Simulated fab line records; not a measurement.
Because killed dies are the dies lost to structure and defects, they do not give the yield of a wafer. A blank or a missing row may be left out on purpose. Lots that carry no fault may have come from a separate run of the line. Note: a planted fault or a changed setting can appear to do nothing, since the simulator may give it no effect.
Comparing a struck lot with a sound one :: flow n5Finfet :: 37 out of 1938 route steps
Sound: these wafers, L202.1, L202.4, L202.6. Struck: wafer L214.3. (L214.4 of the same lot was not struck and is left out.) The cause comes at the end.
For every step that has rows: the tool of each side, followed by ch and its chambers, followed by its first start. Under that, the readings that differ: sound wafers :: struck wafers :: difference of the means :: sigmas: that difference in standard deviations of wafers without a fault.
alike: same words and numbers on both sides, and readings whose means sit less than 2 such deviations apart. not compared: any withheld reading, any reading some wafer has no value for, any bound like >300 that may hide the same value, and any number with overlapping values for which the record gives no deviation.
The two part at a step that has a row with sigmas, a row that says differs or no value, or rows on one side only. When numbers do not overlap yet have no deviation, they are printed without sigmas and do not part them. Lack of a reading on every wafer of one side parts them only where that side has two or more wafers.

first, 10 steps without rows for these wafers: N5_DUMMY_GATE_ETCH_32 (etches SiO2 in CF4, target depth 3.5 nm, time 3.9 s); N5_DUMMY_GATE_ETCH_23 (etches poly-Si in HBr/Cl2/O2, target depth 41 nm, time 22.3 s); N5_DUMMY_GATE_ETCH_44 (etches poly-Si in HBr/O2, stops on SiO2, target depth 127.5 nm); N5_DUMMY_GATE_ETCH_42 (etches SiO2 in CHF3/O2, target depth 3.5 nm, time 31 s); N5_DUMMY_GATE_STRIP_48 (strips in N2/H2, time 20 s); N5_DUMMY_GATE_PRECLEAN_33 (cleans in dHF, time 10 s); N5_DUMMY_GATE_PRECLEAN_25 (cleans in O3/DIW, time 45 s); N5_DUMMY_GATE_PRECLEAN_51 (cleans in SC2, time 45 s); N5_DUMMY_GATE_SRD_26 (time 30 s); N5_DUMMY_GATE_UV_OZONE_45 (time 120 s).
N5_SPACER0_ALD_07: deposits SiNx, target thk 2 nm.
  sound on aldSin-01 ch 0,3, day 3 12:07; struck on aldSin-04 ch 2, day 6 14:17
reading: model.SiNx_of_SPACER0_ALD_07.thkNm (nm)
sound: 2 2 2
struck: 1.4
difference: -0.6
sigmas: 
  alike: heaterPowerW
then, 25 steps without rows for these wafers: N5_SPACER0_ALD_00 (deposits SiOCN, target thk 3.5 nm, pulse time 3 s, purge time 2 s); N5_SPACER0_ALD_08 (deposits SiNx, target thk 2 nm); N5_SD_EPI_N_COAT_32 (time 60 s, resist thk 350 nm); N5_SD_EPI_N_COAT_33 (time 60 s, resist thk 35 nm); N5_SD_EPI_N_COAT_03 (resist thk 150 nm); N5_SD_EPI_N_EBR_05; N5_SD_EPI_N_SOFTBAKE_04 (time 60 s); N5_SD_EPI_N_EXPOSE_06 (exposes mask SD N BLK, target cd 120 nm); N5_SD_EPI_N_PEB_07 (peb time 60 s); N5_SD_EPI_N_DEVELOP_08 (develop time 30 s); N5_SD_EPI_N_DESCUM_14 (chemistry O2, time 7.9 s); N5_SD_EPI_N_ETCH_34 (etches SiARC in CF4, target depth 45.5 nm, time 75.8 s); N5_SD_EPI_N_ETCH_35 (etches SOC in N2/H2, overetch 108 nm, time 486 s); N5_SD_EPI_N_STRIP_36 (strips in N2/H2); N5_SD_EPI_N_ETCHBACK_44 (etches SiNx in CH3F/O2, stops on SiO2, target depth 14.5 nm); N5_SD_EPI_N_ETCH_45 (etches SiOCN in CH3F/O2, target depth 6 nm); N5_SD_EPI_N_ETCH_16 (etches SiO2 in CHF3/O2, target depth 5 nm); N5_SD_EPI_N_STRIP_47 (strips in CHF3/O2); N5_SD_EPI_N_SD_RECESS_17 (chemistry HBr/Cl2/O2, target depth 41 nm, time 23.7 s, bt time 3 s); N5_SD_EPI_N_STRIP_38 (strips in N2/H2); N5_SD_EPI_N_WET_ETCH_43 (etches SiO2 in dHF, time 14 s, target depth 1.5 nm); N5_SD_EPI_N_STRIP_18 (strips in SPM, time 750 s); N5_SD_EPI_N_SRD_20 (time 30 s); N5_SD_EPI_N_PRECLEAN_48 (cleans in NF3:NH3, afs cycles 2, time 20 s, sublimation time 60 s); N5_SD_EPI_N_VAPOR_ETCH_50 (etches Si in HCl, time 54 s).
-- record jumps: 5 days separate the struck wafers' starts on either side; left off in module SD_EPI_N, taken up again in module BEOL_M4, whose first shown step is the route's number 1111 --
N5_BEOL_M4_RC_MEAS_101:
  sound on prober-02 ch 0, day 8 14:12; struck on prober-01 ch 0, day 11 17:31
reading: IOFF_P (nA/um)
sound: 0.19 0.16 0.18
struck: 0.27
difference: +0.09
sigmas: +2

reading: ION_N (uA/um)
sound: 670 659 677
struck: 700
difference: +31
sigmas: +3

reading: ION_P (uA/um)
sound: 462 452 459
struck: 485
difference: +27
sigmas: +3

reading: REXT_N (ohm.um)
sound: 77.4 77.1 76.8
struck: 71.4
difference: -5.7
sigmas: -3

reading: REXT_P (ohm.um)
sound: 102.2 101.6 102.4
struck: 92.2
difference: -9.9
sigmas: -5

reading: VT_P (mV)
sound: -255 -252 -253
struck: -244
difference: +9
sigmas: +2
  alike: DIBL_N, DIBL_P, IOFF_N, SS_N, SS_P, VT_N

== WHERE THEY PART ==
Within this record, at N5_BEOL_M4_RC_MEAS_101 only.

WHY: the cause the simulator had injected
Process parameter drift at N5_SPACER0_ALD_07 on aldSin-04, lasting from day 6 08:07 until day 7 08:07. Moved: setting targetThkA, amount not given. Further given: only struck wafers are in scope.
